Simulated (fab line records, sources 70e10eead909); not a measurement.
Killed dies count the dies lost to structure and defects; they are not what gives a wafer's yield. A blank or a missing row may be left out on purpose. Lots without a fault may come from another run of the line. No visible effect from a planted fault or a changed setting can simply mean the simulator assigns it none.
fab line records ; flow nand_harc ; part 1 of 2: steps 1 to 20 of 28
[record] lots = 5; wafers = 15; last_day = 24
route steps=1159 shown A_CHANNEL_HOLE_D1@476 A_CHANNEL_FILL_D1@490
lots that met no fault: from a run of the same line without faults
start_h: the number of hours between the record's first day and the start of the first shown wafer of the lot ; wait_h: how many hours have passed since the lot's step before this one ; " same as the row above ; L1.1+2: one row covering several wafers at once ; - no value present, or no start provided ; * or withheld: withheld ; < > ~ a bound
route shown NAME@n: a module of which the file shows steps, and the number in the route of the first ; usual: the fault-free wafers' mean and standard deviation ; same: alike in all rows ; chamber/n: place in a boat ; sites: each site's reading ; _std_site: the values' standard deviation ; _edge_site: inner sites' mean taken away from outer sites' mean ; radius_mm: how far each site lies from the wafer's centre ; mask NAME#n: copy n ; behind: the tool/chamber that last shaped the wafer ; hold: what put the lot on hold/how long, in hours/how the hold closed ; device: the n, p or np transistor that did not switch ; end of line: the same wafers' tests at the end of the route ; a step with no rows: only its recipe ; killed: dies lost to structure and defects at the first sort, not the wafer's yield ; map: shows each die of a wafer: x if killed, . if not, _ if none is there
set.NAME: the setting as run; set.NAME@STEP: as run at that earlier step ; model.NAME: the simulator's own value behind a step, which no gauge read
lots seen at some steps along the route; tables by step, rows by wafer
services: when a tool's chamber went out of use (start_h, in hours from the record's first day, below 0 if earlier), for how many hours, and the reason
[[steps]]
[step NHARC_A_CHANNEL_HOLE_D1_ETCH_24]
[recipe] bias_v = 5000; source_w = withheld; pressure_mtorr = 20; time_s = 906.2; ar_flow_sccm = 375; c4f8_flow_sccm = 93.8; o2_flow_sccm = 31.2; temp_c = -20; target_depth_a = 15000; chemistry = C4F8/O2/Ar
[usual] chamber_pressure_mTorr = 20.003/0.018; drypump_motor_current_A = 5.84/0.2; showerhead_plenum_p_Torr = 3.77/0.081; throttle_valve_pct = 32.237/0.009
lot.wafer;tool;chamber;start_h;wait_h;chamber_pressure_mTorr;drypump_motor_current_A;rf_hours_counter_h;showerhead_plenum_p_Torr;throttle_valve_pct
L081.1;har_etch-02;1;220.13;0.6;20.006;5.65;119;3.86;32.231
L081.3;har_etch-02;1;220.13;0.6;19.998;5.69;-;3.86;32.220
L081.5;har_etch-02;1;220.13;0.6;19.983;5.69;-;3.86;32.234
L084.1;har_etch-01;0;235.32;0.6;19.985;5.76;222;3.80;32.233
L084.4;har_etch-01;1;235.32;0.6;19.991;6.14;-;3.80;32.239
L084.6;har_etch-01;0;235.32;0.6;19.993;5.79;-;3.80;32.248
L089.1;har_etch-01;0;267.92;0.6;20.018;5.75;236;3.80;32.231
L089.4;har_etch-01;0;267.92;0.6;20.008;5.74;-;3.80;32.238
L089.3;har_etch-01;1;267.92;0.6;20.006;6.13;-;3.80;32.232
L092.1;har_etch-01;0;279.73;0.6;19.981;5.77;244;3.79;32.253
L092.3;har_etch-01;1;279.73;0.6;20.006;6.19;-;3.79;32.233
L092.5;har_etch-01;1;279.73;0.6;20.012;6.16;-;3.79;32.239
L093.3;har_etch-01;0;298.91;0.6;20.026;5.77;-;3.79;32.239
L093.4;har_etch-01;1;298.91;0.6;20.007;6.15;-;3.79;32.234
L093.5;har_etch-01;0;298.91;0.6;20.016;5.71;-;3.79;32.249
[step NHARC_A_CHANNEL_HOLE_D1_ETCH_25]
[recipe] bias_v = 5000; source_w = withheld; pressure_mtorr = 20; time_s = 1040.2; ar_flow_sccm = 375; c4f8_flow_sccm = 93.8; o2_flow_sccm = 31.2; temp_c = -20; target_depth_a = 15000; chemistry = C4F8/O2/Ar
[usual] chamber_pressure_mTorr = 20.002/0.018; drypump_motor_current_A = 5.83/0.2; showerhead_plenum_p_Torr = 3.77/0.081; throttle_valve_pct = 32.235/0.0091
lot.wafer;tool;chamber;start_h;wait_h;chamber_pressure_mTorr;drypump_motor_current_A;rf_hours_counter_h;showerhead_plenum_p_Torr;throttle_valve_pct
L081.1;har_etch-02;1;220.90;0.6;20.005;5.64;120;3.86;32.250
L081.3;har_etch-02;1;220.90;0.6;20.028;5.64;-;3.86;32.232
L081.5;har_etch-02;1;220.90;0.6;19.991;5.66;-;3.86;32.223
L084.1;har_etch-01;0;236.11;0.7;20.020;5.77;223;3.80;32.234
L084.4;har_etch-01;1;236.11;0.7;19.978;6.15;-;3.80;32.220
L084.6;har_etch-01;0;236.11;0.7;19.986;5.76;-;3.80;32.230
L089.1;har_etch-01;0;268.70;0.6;19.998;5.76;236;3.79;32.238
L089.4;har_etch-01;0;268.70;0.6;20.027;5.79;-;3.79;32.226
L089.3;har_etch-01;1;268.70;0.6;19.987;6.13;-;3.79;32.233
L092.1;har_etch-01;0;280.49;0.6;19.995;5.78;245;3.79;32.230
L092.3;har_etch-01;1;280.49;0.6;20.007;6.16;-;3.79;32.227
L092.5;har_etch-01;1;280.49;0.6;20.035;6.14;-;3.79;32.229
L093.3;har_etch-01;0;299.71;0.7;19.998;5.77;-;3.79;32.232
L093.4;har_etch-01;1;299.71;0.7;19.998;6.15;-;3.79;32.232
L093.5;har_etch-01;0;299.71;0.7;20.006;5.75;-;3.79;32.223
[step NHARC_A_CHANNEL_HOLE_D1_ETCH_26]
[recipe] bias_v = 300; source_w = 2000; pressure_mtorr = 30; time_s = 224.1; ar_flow_sccm = 375; c4f8_flow_sccm = 11.4; o2_flow_sccm = 113.6; temp_c = -20; target_depth_a = 3000; chemistry = C4F8/O2/Ar
[usual] bias_v = 299.8/2.9; chamber_pressure_mTorr = 30.00/0.031; drypump_motor_current_A = 5.84/0.2; showerhead_plenum_p_Torr = 3.83/0.086; throttle_valve_pct = 24.583/0.0098
lot.wafer;tool;chamber;start_h;wait_h;bias_v;chamber_pressure_mTorr;drypump_motor_current_A;rf_hours_counter_h;showerhead_plenum_p_Torr;throttle_valve_pct
L081.1;har_etch-02;1;221.78;0.7;298.5;29.95;5.64;121;3.92;24.573
L081.3;har_etch-02;1;221.78;0.7;297.2;30.08;5.63;-;3.92;24.581
L081.5;har_etch-02;1;221.78;0.7;297.7;30.00;5.61;-;3.92;24.582
L084.1;har_etch-01;0;236.89;0.6;297.3;30.03;5.79;224;3.86;24.587
L084.4;har_etch-01;1;236.89;0.6;306.7;30.06;6.17;-;3.86;24.587
L084.6;har_etch-01;0;236.89;0.6;296.7;30.01;5.76;-;3.86;24.584
L089.1;har_etch-01;0;269.57;0.7;305.1;30.01;5.76;237;3.85;24.579
L089.4;har_etch-01;0;269.57;0.7;303.0;29.97;5.74;-;3.85;24.578
L089.3;har_etch-01;1;269.57;0.7;295.8;29.98;6.18;-;3.85;24.556
L092.1;har_etch-01;0;281.36;0.7;302.1;30.00;5.77;246;3.85;24.559
L092.3;har_etch-01;1;281.36;0.7;303.9;29.95;6.16;-;3.85;24.569
L092.5;har_etch-01;1;281.36;0.7;299.6;29.93;6.16;-;3.85;24.583
L093.3;har_etch-01;0;300.36;0.5;299.6;30.03;5.75;-;3.84;24.583
L093.4;har_etch-01;1;300.36;0.5;296.5;30.01;6.13;-;3.84;24.594
L093.5;har_etch-01;0;300.36;0.5;300.8;30.01;5.75;-;3.84;24.592
[step NHARC_A_CHANNEL_HOLE_D1_ETCH_33]
[recipe] bias_v = 400; source_w = 2000; pressure_mtorr = 25; time_s = 90; ar_flow_sccm = 375; c4f8_flow_sccm = 41.7; o2_flow_sccm = 83.3; temp_c = -20; target_depth_a = 4000; chemistry = C4F8/O2/Ar
[usual] bias_v = 400/3.9; chamber_pressure_mTorr = 25.001/0.026; drypump_motor_current_A = 5.84/0.2; showerhead_plenum_p_Torr = 3.82/0.084; throttle_valve_pct = 27.618/0.0084
lot.wafer;tool;chamber;start_h;wait_h;bias_v;chamber_pressure_mTorr;drypump_motor_current_A;rf_hours_counter_h;showerhead_plenum_p_Torr;throttle_valve_pct
L081.1;har_etch-02;1;221.98;0.2;404;24.997;5.64;121;3.91;27.604
L081.3;har_etch-02;1;221.98;0.2;402;25.011;5.66;-;3.91;27.625
L081.5;har_etch-02;1;221.98;0.2;405;24.991;5.64;-;3.91;27.619
L084.1;har_etch-01;0;237.09;0.2;401;24.960;5.77;224;3.85;27.632
L084.4;har_etch-01;1;237.09;0.2;398;24.994;6.15;-;3.85;27.619
L084.6;har_etch-01;0;237.09;0.2;398;25.001;5.78;-;3.85;27.627
L089.1;har_etch-01;0;269.76;0.2;395;24.960;5.81;237;3.84;27.621
L089.4;har_etch-01;0;269.76;0.2;403;25.031;5.77;-;3.84;27.604
L089.3;har_etch-01;1;269.76;0.2;398;25.023;6.17;-;3.84;27.609
L092.1;har_etch-01;0;281.56;0.2;402;24.987;5.74;246;3.84;27.601
L092.3;har_etch-01;1;281.56;0.2;404;24.994;6.17;-;3.84;27.620
L092.5;har_etch-01;1;281.56;0.2;403;25.057;6.15;-;3.84;27.625
L093.3;har_etch-01;0;300.55;0.2;403;25.018;5.75;-;3.83;27.609
L093.4;har_etch-01;1;300.55;0.2;400;24.993;6.15;-;3.83;27.630
L093.5;har_etch-01;0;300.55;0.2;400;24.992;5.78;-;3.83;27.611
[step NHARC_A_CHANNEL_HOLE_D1_STRIP_41]
[recipe] n2_flow_sccm = 150; h2_flow_sccm = 150; ar_flow_sccm = 0; bias_w = 0; chemistry = N2/H2
lot.wafer;tool;chamber;start_h;wait_h
L081.3+1+5;rie_diel-05;2,0,2;222.51;0.4
L084.1+4+6;rie_diel-05;2,3,3;237.59;0.5
L089.1+4+3;rie_diel-10;1,2,3;270.30;0.5
L092.1+3+5;rie_diel-03;2,0,2;282.10;0.5
L093.3+4+5;rie_diel-03;0,0,2;301.04;0.5
[step NHARC_A_CHANNEL_HOLE_D1_STRIP_42]
[recipe] cf4_flow_sccm = 100; chf3_flow_sccm = 30; ar_flow_sccm = 0; bias_w = 0; chemistry = CF4/CHF3
lot.wafer;tool;chamber;start_h;wait_h
L081.3+1+5;rie_diel-05;3,2,3;222.60;0.1
L084.4+1+6;rie_diel-05;2,1,2;237.68;0.1
L089.1+4+3;rie_diel-10;1,2,3;270.38;0.1
L092.1+3+5;rie_diel-03;3,2,0;282.18;0.1
L093.3+5+4;rie_diel-03;2,2,0;301.15;0.1
[step NHARC_A_CHANNEL_HOLE_D1_STRIP_43]
[recipe] o2_flow_sccm = 400; cos_flow_sccm = 20; ar_flow_sccm = 0; bias_w = 0; chemistry = O2/COS
lot.wafer;tool;chamber;start_h;wait_h
L081.3+1+5;rie_diel-05;3,1,0;222.66;0.1
L084.1+4+6;rie_diel-05;2,0,2;237.75;0.0
L089.3+4+1;rie_diel-10;1,3,0;270.44;0.1
L092.3+1+5;rie_diel-03;1,3,1;282.25;0.1
L093.3+4+5;rie_diel-03;2,3,0;301.21;0.1
[step NHARC_A_CHANNEL_HOLE_D1_ETCH_44]
[recipe] target_depth_a = 1400; overetch_a = 140; time_s = 77; ion_energy_ev = 100; cf4_flow_sccm = 80; o2_flow_sccm = 20; ar_flow_sccm = 0; rf_w = 300; bias_w = 100; chemistry = CF4/O2
[usual] chamber_pressure_mTorr = 29.999/0.029; drypump_motor_current_A = 5.7/0.47; oes_product_au = 0.999/0.012; rf_vpp_V = 198.1/1.3; showerhead_plenum_p_Torr = 1.35/0.057; throttle_valve_pct = 13.397/0.0088
lot.wafer;tool;chamber;start_h;wait_h;chamber_pressure_mTorr;drypump_motor_current_A;oes_product_au;rf_hours_counter_h;rf_vpp_V;showerhead_plenum_p_Torr;throttle_valve_pct
L081.1;rie_diel-05;2;222.72;0.1;29.941;5.2;1.005;3.4;197.9;1.31;13.370
L081.3;rie_diel-05;3;222.72;0.1;30.012;5.7;0.992;3.5;196.9;1.34;13.399
L081.5;rie_diel-05;2;222.72;0.1;29.987;5.3;1.005;-;196.3;1.31;13.390
L084.1;rie_diel-05;0;237.81;0.1;29.984;5.5;0.994;3.4;197.9;1.39;13.402
L084.4;rie_diel-05;1;237.81;0.1;30.022;6.6;1.004;3.2;197.6;1.42;13.394
L084.6;rie_diel-05;3;237.81;0.1;30.021;5.7;0.987;-;198.8;1.34;13.395
L089.1;rie_diel-10;3;270.50;0.0;29.997;5.0;1.006;9.3;199.2;1.43;13.386
L089.3;rie_diel-10;0;270.50;0.0;29.994;5.8;1.001;9.0;197.5;1.29;13.393
L089.4;rie_diel-10;1;270.50;0.0;30.003;5.7;0.991;7.4;196.4;1.29;13.401
L092.1;rie_diel-03;3;282.31;0.1;30.017;6.4;0.982;3.5;196.7;1.31;13.396
L092.3;rie_diel-03;0;282.31;0.1;30.045;5.6;1.023;4.2;201.0;1.44;13.395
L092.5;rie_diel-03;3;282.31;0.1;29.981;6.4;0.978;-;197.0;1.31;13.401
L093.3;rie_diel-03;2;301.29;0.1;29.999;5.3;1.008;4.4;198.8;1.37;13.409
L093.5;rie_diel-03;2;301.29;0.1;29.992;5.3;1.010;-;198.9;1.37;13.397
L093.4;rie_diel-03;3;301.29;0.1;30.012;6.4;0.971;-;197.9;1.31;13.386
[step NHARC_A_CHANNEL_HOLE_D1_STRIP_27]
[recipe] o2_flow_sccm = 500; ar_flow_sccm = 0; bias_w = 0; chemistry = O2
[usual] chamber_pressure_mTorr = 60.00/0.052; drypump_motor_current_A = 5.7/0.49; oes_product_au = 0.999/0.012; rf_vpp_V = 57.8/0.88; showerhead_plenum_p_Torr = 3.57/0.15; throttle_valve_pct = 17.037/0.0091
lot.wafer;tool;chamber;start_h;wait_h;chamber_pressure_mTorr;drypump_motor_current_A;oes_product_au;rf_hours_counter_h;rf_vpp_V;showerhead_plenum_p_Torr;throttle_valve_pct
L081.3;rie_diel-05;1;-;-;60.04;6.7;1.004;2.9;57.9;3.76;17.033
L081.1;rie_diel-05;3;-;-;59.97;5.7;1.000;3.5;58.2;3.55;17.032
L081.5;rie_diel-05;2;-;-;60.05;5.3;1.026;-;56.5;3.46;17.033
L084.1;rie_diel-05;3;-;-;60.01;5.7;0.989;4.0;57.4;3.55;17.036
L084.4;rie_diel-05;2;-;-;60.05;5.3;1.004;3.8;56.8;3.46;17.040
L084.6;rie_diel-05;3;-;-;60.04;5.7;0.987;-;58.0;3.55;17.034
L089.1;rie_diel-10;3;-;-;59.94;5.0;1.002;9.4;57.9;3.77;17.039
L089.4;rie_diel-10;0;-;-;60.00;5.8;1.008;9.1;58.0;3.41;17.042
L089.3;rie_diel-10;1;-;-;60.04;5.7;1.004;7.4;56.9;3.42;17.040
L092.3;rie_diel-03;3;-;-;60.02;6.4;0.978;3.6;57.5;3.46;17.039
L092.1;rie_diel-03;1;-;-;59.95;6.2;1.006;3.8;58.5;3.36;17.053
L092.5;rie_diel-03;0;-;-;60.00;5.6;1.024;-;59.3;3.79;17.022
L093.3;rie_diel-03;3;-;-;59.96;6.4;0.964;5.8;57.8;3.46;17.031
L093.4;rie_diel-03;2;-;-;60.05;5.3;1.002;-;58.4;3.61;17.026
L093.5;rie_diel-03;0;-;-;59.91;5.6;1.028;-;57.5;3.78;17.044
[step NHARC_A_CHANNEL_HOLE_D1_PRECLEAN_28]
[recipe] time_s = *; temp_c = 50; bath_age_min = 0; chemistry = SC1
[same] bath_age_min = 0
lot.wafer;tool;chamber;start_h;wait_h
L081.1+5+3;wet_bench-03;5,6,7;223.40;-
L084.6+4+1;wet_bench-03;0,2,3;238.47;-
L089.3+1+4;wet_bench-05;3,5,6;271.17;-
L092.3+5+1;wet_bench-05;6,7,2;282.96;-
L093.5+4+3;wet_bench-04;4,7,1;302.07;-
[step NHARC_A_CHANNEL_HOLE_D1_SRD_29]
lot.wafer;tool;chamber;start_h;wait_h
L081.1+5+3;wet_bench-03;5,6,7;-;-
L084.6+4+1;wet_bench-03;0,2,3;-;-
L089.3+1+4;wet_bench-05;3,5,6;-;-
L092.3+5+1;wet_bench-05;6,7,2;-;-
L093.5+4+3;wet_bench-04;4,7,1;-;-
[step NHARC_A_CHANNEL_HOLE_D1_CD_MEAS_30]
[usual] cd_nm = 89.8/1.7
lot.wafer;tool;chamber;start_h;wait_h;cd_nm
L081.1;cd_sem-03;-;223.54;-;89.6
L081.3;cd_sem-03;-;223.54;-;88.7
L081.5;cd_sem-03;-;223.54;-;88.2
L084.1;cd_sem-03;-;238.60;-;89.6
L084.4;cd_sem-03;-;238.60;-;90.5
L084.6;cd_sem-03;-;238.60;-;89.1
L089.1;cd_sem-03;-;271.32;-;90.2
L089.3;cd_sem-03;-;271.32;-;91.2
L089.4;cd_sem-03;-;271.32;-;91.3
L092.1;cd_sem-02;-;283.11;-;89.7
L092.3;cd_sem-02;-;283.11;-;89.8
L092.5;cd_sem-02;-;283.11;-;90.3
L093.3;cd_sem-02;-;302.21;-;90.0
L093.4;cd_sem-02;-;302.21;-;90.4
L093.5;cd_sem-02;-;302.21;-;90.9
[step NHARC_A_CHANNEL_HOLE_D1_XSEM_31]
[recipe] landing_energy_ev = 35000
[usual] bot_cd_nm = 74.3/1.7; bow_nm = 8.64/0.28; tilt_deg = 0.07/0.046
lot.wafer;tool;chamber;start_h;wait_h;bot_cd_nm;bow_nm;tilt_deg
L081.1;xsem-02;0;223.63;0.1;75.0;8.29;0.03
L081.3;xsem-02;0;223.63;0.1;74.3;8.28;0.03
L081.5;xsem-02;0;223.63;0.1;73.4;8.34;0.03
L084.1;xsem-02;0;238.71;0.1;74.1;8.44;0.09
L084.4;xsem-02;0;238.71;0.1;75.4;8.32;0.09
L084.6;xsem-02;0;238.71;0.1;73.8;8.42;0.09
L089.1;xsem-01;0;271.41;0.1;74.0;8.54;0.00
L089.3;xsem-01;0;271.41;0.1;74.8;8.55;0.00
L089.4;xsem-01;0;271.41;0.1;75.2;8.58;0.00
L092.1;xsem-02;0;283.20;0.1;74.3;8.39;0.11
L092.3;xsem-02;0;283.20;0.1;74.2;8.48;0.11
L092.5;xsem-02;0;283.20;0.1;75.3;8.57;0.11
L093.3;xsem-01;0;302.30;0.1;73.9;9.17;0.06
L093.4;xsem-01;0;302.30;0.1;74.1;9.16;0.06
L093.5;xsem-01;0;302.30;0.1;74.5;9.14;0.06
[step NHARC_A_CHANNEL_HOLE_D1_INSPECT_40]
[usual] raw_defect_count = 62/18
lot.wafer;tool;chamber;start_h;wait_h;raw_defect_count
L081.1;defect_inspect-01;-;223.73;-;47
L081.3;defect_inspect-01;-;223.73;-;44
L081.5;defect_inspect-01;-;223.73;-;24
L084.1;defect_inspect-02;-;238.81;-;71
L084.4;defect_inspect-02;-;238.81;-;50
L084.6;defect_inspect-02;-;238.81;-;64
L089.1;defect_inspect-02;-;271.50;-;104
L089.3;defect_inspect-02;-;271.50;-;78
L089.4;defect_inspect-02;-;271.50;-;68
L092.1;defect_inspect-02;-;283.30;-;71
L092.3;defect_inspect-02;-;283.30;-;65
L092.5;defect_inspect-02;-;283.30;-;93
L093.3;defect_inspect-01;-;302.39;-;75
L093.4;defect_inspect-01;-;302.39;-;69
L093.5;defect_inspect-01;-;302.39;-;57
[step NHARC_A_CHANNEL_FILL_D1_PRECLEAN_00]
[recipe] time_s = *; temp_c = 50; bath_age_min = 0; chemistry = SC1
[same] bath_age_min = 0
lot.wafer;tool;chamber;start_h;wait_h
L081.3+5+1;wet_bench-06;6,7,1;223.79;0.1
L084.1+4+6;wet_bench-01;2,3,6;238.87;0.1
L089.4+1+3;wet_bench-09;5,6,1;271.58;0.1
L092.3+1+5;wet_bench-01;1,2,3;283.36;0.1
L093.4+5+3;wet_bench-06;5,6,1;302.45;0.1
[step NHARC_A_CHANNEL_FILL_D1_SRD_01]
lot.wafer;tool;chamber;start_h;wait_h
L081.3+5+1;wet_bench-06;6,7,1;-;-
L084.1+4+6;wet_bench-01;2,3,6;-;-
L089.4+1+3;wet_bench-09;5,6,1;-;-
L092.3+1+5;wet_bench-01;1,2,3;-;-
L093.4+5+3;wet_bench-06;5,6,1;-;-
[step NHARC_A_CHANNEL_FILL_D1_ALD_02]
[recipe] target_thk_a = 60; pulse_time_s = 10; ald_cycles = 60; temp_c = 300; material = SiO2
[usual] heater_power_outer_w = 269/23; heater_power_w = 476/35; precursor_pulse_height_rel = 1.000/0.019; susceptor_temp_C = 300.04/0.21
lot.wafer;tool;chamber;start_h;wait_h;heater_power_outer_w;heater_power_w;precursor_pulse_height_rel;susceptor_temp_C
L081.1;ald_hk-02;2;224.14;-;285;517;1.001;300.20
L081.3;ald_hk-02;3;224.14;-;315;514;0.967;300.28
L081.5;ald_hk-02;2;224.14;-;283;536;1.004;300.08
L084.4;ald_hk-04;0;239.01;-;263;428;1.007;299.79
L084.1;ald_hk-04;1;239.01;-;257;431;0.992;300.14
L084.6;ald_hk-04;0;239.01;-;264;443;0.990;300.15
L089.1;ald_hk-04;3;271.72;-;246;430;0.993;300.09
L089.3;ald_hk-04;1;271.72;-;251;440;1.037;299.86
L089.4;ald_hk-04;2;271.72;-;256;489;0.979;299.74
L092.3;ald_hk-01;0;283.64;-;301;512;0.992;300.09
L092.1;ald_hk-01;2;283.64;-;249;467;0.993;300.52
L092.5;ald_hk-01;3;283.64;-;260;473;0.998;299.65
L093.4;ald_hk-01;0;302.60;-;298;521;1.023;299.99
L093.3;ald_hk-01;2;302.60;-;251;472;0.991;300.21
L093.5;ald_hk-01;0;302.60;-;290;513;1.020;299.57
[step NHARC_A_CHANNEL_FILL_D1_ALD_03]
[recipe] target_thk_a = 60; pulse_time_s = 60; ald_cycles = 58; temp_c = 630; pressure_torr = 2; material = SiNx
[usual] precursor_pulse_height_rel = 1.001/0.019; susceptor_temp_C = 630.00/0.29
lot.wafer;tool;chamber;start_h;wait_h;precursor_pulse_height_rel;susceptor_temp_C
L081.1;ald_sin_batch-02;0;-;-;1.000;630.22
L081.3;ald_sin_batch-02;0;-;-;1.000;629.87
L081.5;ald_sin_batch-02;0;-;-;0.980;630.02
L084.1;ald_sin_batch-01;0;-;-;1.003;630.02
L084.4;ald_sin_batch-01;0;-;-;1.015;630.09
L084.6;ald_sin_batch-01;0;-;-;1.039;630.40
L089.1;ald_sin_batch-02;0;-;-;1.035;630.40
L089.3;ald_sin_batch-02;0;-;-;1.007;630.38
L089.4;ald_sin_batch-02;0;-;-;1.005;630.00
L092.1;ald_sin_batch-03;0;-;-;0.946;630.48
L092.3;ald_sin_batch-03;0;-;-;1.018;629.95
L092.5;ald_sin_batch-03;0;-;-;0.967;629.99
L093.3;ald_sin_batch-03;0;-;-;1.017;-
L093.4;ald_sin_batch-03;0;-;-;1.040;-
L093.5;ald_sin_batch-03;0;-;-;1.031;-
[step NHARC_A_CHANNEL_FILL_D1_ALD_14]
[recipe] target_thk_a = 25; pulse_time_s = 10; ald_cycles = 25; temp_c = 300; material = SiO2
[usual] heater_power_outer_w = 268/24; heater_power_w = 474/37; precursor_pulse_height_rel = 0.998/0.02; susceptor_temp_C = 299.99/0.19
lot.wafer;tool;chamber;start_h;wait_h;heater_power_outer_w;heater_power_w;precursor_pulse_height_rel;susceptor_temp_C
L081.3;ald_hk-04;0;234.20;3.8;267;435;0.976;299.98
L081.1;ald_hk-04;1;234.20;3.8;257;428;0.984;299.96
L081.5;ald_hk-04;2;234.20;3.8;250;480;0.980;299.79
L084.4;ald_hk-04;1;246.05;0.0;258;429;1.018;-
L084.1;ald_hk-04;2;246.05;0.0;255;489;0.983;-
L084.6;ald_hk-04;2;246.05;0.0;252;482;0.982;-
L089.4;ald_hk-01;0;278.46;0.1;300;509;1.006;300.36
L089.3;ald_hk-01;1;278.46;0.1;229;433;0.988;300.15
L089.1;ald_hk-01;3;278.46;0.1;261;477;0.981;300.53
L092.1;ald_hk-02;2;290.99;0.0;281;533;1.016;300.01
L092.3;ald_hk-02;3;290.99;0.0;317;528;1.044;300.16
L092.5;ald_hk-02;2;290.99;0.0;288;526;0.999;299.83
L093.3;ald_hk-02;0;309.60;0.1;262;433;1.028;-
L093.4;ald_hk-02;2;309.60;0.1;288;539;1.019;-
L093.5;ald_hk-02;0;309.60;0.1;260;433;1.030;-
[step NHARC_A_CHANNEL_FILL_D1_ALD_15]
[recipe] target_thk_a = 20; pulse_time_s = 60; ald_cycles = 19; temp_c = 630; pressure_torr = 2; material = SiNx
[usual] precursor_pulse_height_rel = 1.000/0.02; susceptor_temp_C = 629.9/0.32
lot.wafer;tool;chamber;start_h;wait_h;precursor_pulse_height_rel;susceptor_temp_C
L081.1;ald_sin_batch-02;0;-;-;0.977;630.1
L081.3;ald_sin_batch-02;0;-;-;1.037;630.1
L081.5;ald_sin_batch-02;0;-;-;0.966;630.2
L084.1;ald_sin_batch-03;0;-;-;1.000;630.0
L084.4;ald_sin_batch-03;0;-;-;0.991;630.3
L084.6;ald_sin_batch-03;0;-;-;1.009;629.6
L089.1;ald_sin_batch-02;0;281.80;3.0;0.975;629.9
L089.3;ald_sin_batch-02;0;281.80;3.0;0.994;629.9
L089.4;ald_sin_batch-02;0;281.80;3.0;1.000;629.9
L092.1;ald_sin_batch-01;0;-;-;0.984;629.8
L092.3;ald_sin_batch-01;0;-;-;1.007;629.5
L092.5;ald_sin_batch-01;0;-;-;1.024;629.3
L093.3;ald_sin_batch-02;0;-;-;0.998;630.5
L093.4;ald_sin_batch-02;0;-;-;1.015;630.2
L093.5;ald_sin_batch-02;0;-;-;1.023;630.4
